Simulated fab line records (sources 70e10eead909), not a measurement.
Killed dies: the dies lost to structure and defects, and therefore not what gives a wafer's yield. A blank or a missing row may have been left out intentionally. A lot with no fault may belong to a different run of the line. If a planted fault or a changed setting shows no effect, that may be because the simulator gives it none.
Matching of chambers	flow nand-harc	4 sister chambers for NHARC_P_BONDPAD_STRIP_15 on rie-diel-12
The step strips in O2. 4 wafers are shown with their chamber, then 10 later ones without.

## WAFERS PAIRED WITH THEIR CHAMBERS
wafer	chamber	showerhead-plenum-p-Torr (Torr)
L086.3	1	3.60
L086.4	0	3.50
L088.2	3	3.52
L088.3	2	3.72

## WAFERS WITH NO CHAMBER GIVEN
wafer	showerhead-plenum-p-Torr (Torr)
L088.6	3.50
L095.1	3.59
L095.3	3.72
L095.5	3.59
L096.3	3.72
L096.4	3.59
L096.5	3.51
L097.1	3.72
L097.4	3.59
L097.5	3.59

## THE CHAMBER EACH PASSED THROUGH
wafer	from the rows above	in truth
L088.6	0	0
L095.1	1	1
L095.3	2	2
L095.5	1	1
L096.3	2	2
L096.4	1	1
L096.5	can't be placed: 0 or 3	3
L097.1	2	2
L097.4	1	1
L097.5	1	1
9 of 10 placed correctly. Unplaceable from these rows: 1, with the true chamber sitting among the candidates in 1. Wrongly placed: 0.
How it was worked out, from the rows above alone: a wafer's distance from a chamber is the root of the sum, over the readings, of the square of ((its reading less the chamber's mean) divided by the reading's scatter). The wafer belongs to the nearest chamber; if the next one is less than 2 further off, it can't be placed. Each chamber's mean is taken over the wafers shown for it. The scatter: with one shown wafer a chamber, the root of the mean of the squares of how far each hidden wafer lies from its nearest shown one.
